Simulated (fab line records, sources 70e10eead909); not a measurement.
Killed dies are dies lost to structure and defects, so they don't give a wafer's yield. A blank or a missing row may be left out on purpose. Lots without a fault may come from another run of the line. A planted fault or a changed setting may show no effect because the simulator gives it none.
Chamber matching | flow nand_harc | NHARC_A_STAIRCASE_TRIM_196 on rie_diel-10: 4 sister chambers
The step chemistry O2, time 211.2 s. 4 wafers are shown with their chamber, then 8 later ones without.

WAFERS WITH THEIR CHAMBER
wafer  | chamber | drypump_motor_current_A (A)
L084.5 | 2       | 5.3
L085.5 | 0       | 5.6
L085.6 | 1       | 5.8
L087.2 | 3       | 5.0

WAFERS WITHOUT THEIR CHAMBER
wafer  | drypump_motor_current_A (A)
L087.3 | 5.3
L087.5 | 5.0
L088.2 | 5.6
L088.4 | 5.0
L088.5 | 5.0
L093.2 | 5.3
L093.3 | 5.9
L093.6 | 5.0

WHICH CHAMBER EACH WENT THROUGH
wafer  | from the rows above | in truth
L087.3 | 2                   | 2
L087.5 | 3                   | 3
L088.2 | 0                   | 0
L088.4 | 3                   | 3
L088.5 | 3                   | 3
L093.2 | 2                   | 2
L093.3 | 1                   | 1
L093.6 | 3                   | 3
Placed correctly: 8 of 8. Can't be placed from these rows: 0. Placed wrongly: 0.
How it was worked out, from the rows above alone: a wafer's distance from a chamber is the root of the sum, over the readings, of the square of ((its reading less the chamber's mean) divided by the reading's scatter). The wafer belongs to the nearest chamber; if the next one is less than 2 further off, it can't be placed. A chamber's mean is the mean of its shown wafers. The scatter: with one shown wafer a chamber, the root of the mean of the squares of how far each hidden wafer lies from its nearest shown one.
